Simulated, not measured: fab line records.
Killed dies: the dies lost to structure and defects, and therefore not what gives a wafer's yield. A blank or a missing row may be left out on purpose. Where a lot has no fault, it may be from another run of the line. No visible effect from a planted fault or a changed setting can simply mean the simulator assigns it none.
Check for tools in common ; flow n5 finfet ; Sampled: 9 lots, 27 wafers

## REASON FOR OPENING
At N5_BEOL_M5_THK_MEAS_53 the reading M5_THK is flagged on 3 of 9 lots. Wafers without a fault read 61.1 nm, standard deviation 1.6.
Rule: a lot is flagged in two cases, either no wafer of it has a number, or all its wafers with numbers fall more than 4 standard deviations from that mean. As for the other lots, they are considered sound.

lot;measured;on;M5_THK (nm), wafer by wafer;flag
L483;day 11 05:47;film metro-01;63.0 61.8 62.1;
L485;day 11 06:36;film metro-02;304.8 304.2 303.2;FLAGGED
L486;day 11 08:47;film metro-02;296.5 298.4 297.8;FLAGGED
L484;day 11 10:37;film metro-02;298.5 297.3 299.1;FLAGGED
L493;day 14 06:05;film metro-02;60.1 63.4 62.5;
L497;day 14 12:29;film metro-02;61.5 64.8 62.5;
L499;day 14 16:31;film metro-01;61.0 62.3 62.1;
L498;day 14 21:15;film metro-01;60.6 61.4 62.4;
L502;day 15 16:36;film metro-01;60.3 58.5 60.0;
Averaged over the flagged lots the numbers come to 300.0 nm, +238.9 nm from the usual (+99 or more standard deviations).

## TOOL THAT RAN EACH LOT
2 process steps preceding the reading are held in the record, out of 1938 steps in the route. Each cell gives the tool, then ch followed by the chambers the sampled wafers passed through, then the start.
lot;flag;N5_BEOL_M5_SPUTTER_81;N5_BEOL_M5_CMP_52
L483;;pvd sputter-01, day 11 01:44;cmp-04 ch 0,2,3, day 11 05:34
L485;FLAGGED;pvd sputter-03, day 11 02:32;cmp-03 ch 0,2,3, day 11 06:18
L486;FLAGGED;pvd sputter-02, day 11 04:42;cmp-01 ch 1,2,3, day 11 08:32
L484;FLAGGED;pvd sputter-01, day 11 06:10;cmp-01 ch 0,3, day 11 10:19
L493;;pvd sputter-01, day 14 02:01;cmp-03 ch 0,3, day 14 05:49
L497;;pvd sputter-02, day 14 07:44;cmp-03 ch 2,3, day 14 12:11
L499;;pvd sputter-03, day 14 12:16;cmp-03 ch 1,2,3, day 14 16:20
L498;;pvd sputter-02, day 14 16:49;cmp-01 ch 0,1,2, day 14 21:02
L502;;pvd sputter-01, day 15 12:33;cmp-03 ch 1,2,3, day 15 16:19
What is done by these steps:
- N5_BEOL_M5_SPUTTER_81: material Cu, target thk 15 nm, time 27.62 s.
- N5_BEOL_M5_CMP_52: polishes, stops on SiCOH lowk, t overpolish 6.9 s, target thk 62 nm.
- N5_BEOL_M5_THK_MEAS_53: measures by xrf.

## FLAGGED AGAINST TOTAL, ONE TOOL AT A TIME (gauges that did the reading follow at the end)
step;tool;lots run;flagged;share of the flagged lots;sound lots run after its first flagged lot
N5_BEOL_M5_SPUTTER_81;pvd sputter-01;4;1;some;2 (L493,L502)
N5_BEOL_M5_SPUTTER_81;pvd sputter-02;3;1;some;2 (L497,L498)
N5_BEOL_M5_SPUTTER_81;pvd sputter-03;2;1;some;1 (L499)
N5_BEOL_M5_CMP_52;cmp-01;3;2;some;1 (L498)
N5_BEOL_M5_CMP_52;cmp-03;5;1;some;4 (L493,L497,L499,L502)
N5_BEOL_M5_CMP_52;cmp-04;1;0;none;-
N5_BEOL_M5_THK_MEAS_53;film metro-01;4;0;none;-
N5_BEOL_M5_THK_MEAS_53;film metro-02;5;3;all;2 (L493,L497)

## WHAT IS ALLOWED BY THE TABLE
Rows of the table that ran each flagged lot: 1, that is film metro-02 at N5_BEOL_M5_THK_MEAS_53.
- film metro-02 at N5_BEOL_M5_THK_MEAS_53: 3 of its 5 lots flagged. Sound lots ran on it after the first flagged one (L493, L497), which a lasting fault on the whole tool wouldn't allow.
Not one row of the table ran every flagged lot while running no sound lot after the first.

## WHAT WAS PUT IN BY THE SIMULATOR
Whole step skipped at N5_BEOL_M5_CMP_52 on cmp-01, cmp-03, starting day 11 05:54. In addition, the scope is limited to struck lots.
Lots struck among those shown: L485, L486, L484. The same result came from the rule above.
